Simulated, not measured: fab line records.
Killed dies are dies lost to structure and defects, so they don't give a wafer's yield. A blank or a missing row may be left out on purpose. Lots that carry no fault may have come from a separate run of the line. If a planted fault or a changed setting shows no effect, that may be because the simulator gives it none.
8D (eight disciplines) problem report, filled in by code | flow n5-finfet | the parts of the form that need people (team, actions taken, sign-off) are left out

== 1. WHAT IS WRONG ==
run-length-s at N5_BEOL_M0_SAQP_PECVD_96 reads a mean of 90.5 s on 4 wafers of 2 lots; wafers without a fault read 81.2 s with a standard deviation of 0.43. Measured from the usual mean, that is +22 standard deviations.
The step: deposits a-Si from SiH4/He, target thk 45 nm, time 45.2 s.
First seen on wafer L723.1, day 7 09:06, on pecvd-02. At this step, 27 wafers from 9 lots have a number in the record. By rule, "out" or "out of limits" means more than 4 standard deviations away from the usual mean. Any other wafer with a number is counted as sound.

== 2. WHAT IT IS; WHAT IT IS NOT ==
question                    | is                             | is not
which readings at this step | run-length-s                   | chamber-pressure-Torr, heater-power-w, showerhead-plenum-p-Torr, throttle-valve-pct
which lots                  | L723, L724                     | L715, L731, L734, L735, L736, L737, L738
which wafers of those lots  | L723.1, L723.4, L724.1, L724.6 | L723.3, L724.3
read on which tools         | pecvd-02                       | pecvd-01, pecvd-04
when                        | from day 7 09:06               | up to then (4 sound wafers); but 19 sound wafers of L724, L731, L734, L735, L736, L737, L738 came after

== 3. SUSPECTS, AND WHAT RULES EACH OUT ==
Counting: if a tool at a process step up to the reading ran every lot that is out, it stays a suspect. Sound lots after the first of them don't rule it out here, since some wafers of a struck lot are sound.
- pecvd-02 at N5_BEOL_M0_SAQP_PECVD_96 (deposits a-Si from SiH4/He, target thk 45 nm, time 45.2 s): kept. It processed each lot that is out (first: L723, day 7 09:06); up to then, its last sound lot is L715 (day 5 10:03). Out on those wafers are its own readings of run-length-s.
The count leaves pecvd-02 at N5_BEOL_M0_SAQP_PECVD_96.

== 4. THE CAUSE (what the simulator had put in) ==
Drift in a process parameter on pecvd-02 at N5_BEOL_M0_SAQP_PECVD_96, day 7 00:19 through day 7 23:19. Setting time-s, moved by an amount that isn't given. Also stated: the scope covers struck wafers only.
This tool alone remained once counting was done.

== 5. SEQUENCE OF EFFECTS, ordered by route ==
One row per reading whose mean, taken over the struck wafers that have a number, lies over 3 standard deviations from the usual. Readings are gone through only where the record gives a usual standard deviation; hours: the median, over the lots, of the time from a lot's start at the first step in this table giving one to that lot's start at this step; sigmas: the change measured in usual standard deviations.
hours | step                             | reading        | usual      | on struck wafers | change | sigmas
0     | N5_BEOL_M0_SAQP_PECVD_96         | run-length-s   | 81.2 s     | 90.5             | +9.3   | +22
2     | N5_BEOL_M0_SAQP_MANDREL_ETCH_103 | oes-product-au | 0.690 a.u. | 0.775            | +0.085 | +7.1
Here are the process steps it includes:
- N5_BEOL_M0_SAQP_PECVD_96: deposits a-Si from SiH4/He, target thk 45 nm, time 45.2 s.
- N5_BEOL_M0_SAQP_MANDREL_ETCH_103: etches a-Si in HBr/Cl2, stops on SiCN, target depth 45 nm, bt time 10 s, time 27 s.
Later measuring or inspecting steps at which every struck wafer that the step has a row for has a number for every such reading, and none has moved that far: N5_BEOL_M0_SAQP_THK_MEAS_05, N5_BEOL_M4_RC_MEAS_101.

== 6. WHAT WOULD HAVE CAUGHT IT SOONER ==
In this record no reading fell out of limits until day 7 09:06, 9 hours after the fault had begun at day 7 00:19.
